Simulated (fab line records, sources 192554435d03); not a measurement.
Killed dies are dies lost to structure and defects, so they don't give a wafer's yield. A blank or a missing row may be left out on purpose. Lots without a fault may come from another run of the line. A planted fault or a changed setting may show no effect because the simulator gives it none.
Chamber matching | flow n5_finfet | N5_BEOL_M11_CMP_52 on cmp-04: 4 sister chambers
The step polishes, stops on SiCOH lowk, t overpolish 7 s, target thk 140 nm. 4 wafers are shown with their chamber, then 10 later ones without.

WAFERS WITH THEIR CHAMBER
wafer  | chamber | motor_current_A (A)
L089.1 | 1       | 7.1
L089.6 | 2       | 7.2
L092.2 | 3       | 5.8
L092.4 | 0       | 5.1

WAFERS WITHOUT THEIR CHAMBER
wafer  | motor_current_A (A)
L092.5 | 6.8
L094.3 | 6.5
L094.5 | 5.5
L094.6 | 4.7
L095.3 | 6.9
L095.5 | 7.2
L095.6 | 5.5
L097.3 | 6.4
L097.4 | 5.7
L097.5 | 6.0

WHICH CHAMBER EACH WENT THROUGH
wafer  | from the rows above               | in truth
L092.5 | can't be placed: 1 or 2 or 3      | 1
L094.3 | can't be placed: 1 or 2 or 3      | 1
L094.5 | can't be placed: 3 or 0           | 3
L094.6 | can't be placed: 0 or 3           | 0
L095.3 | can't be placed: 1 or 2           | 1
L095.5 | can't be placed: 2 or 1           | 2
L095.6 | can't be placed: 3 or 0           | 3
L097.3 | can't be placed: 3 or 1 or 2 or 0 | 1
L097.4 | can't be placed: 3 or 0           | 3
L097.5 | can't be placed: 3 or 0           | 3
Placed correctly: 0 of 10. Can't be placed from these rows: 10 (the true chamber is among the candidates in 10). Placed wrongly: 0.
How it was worked out, from the rows above alone: a wafer's distance from a chamber is the root of the sum, over the readings, of the square of ((its reading less the chamber's mean) divided by the reading's scatter). The wafer belongs to the nearest chamber; if the next one is less than 2 further off, it can't be placed. A chamber's mean is the mean of its shown wafers. The scatter: with one shown wafer a chamber, the root of the mean of the squares of how far each hidden wafer lies from its nearest shown one.
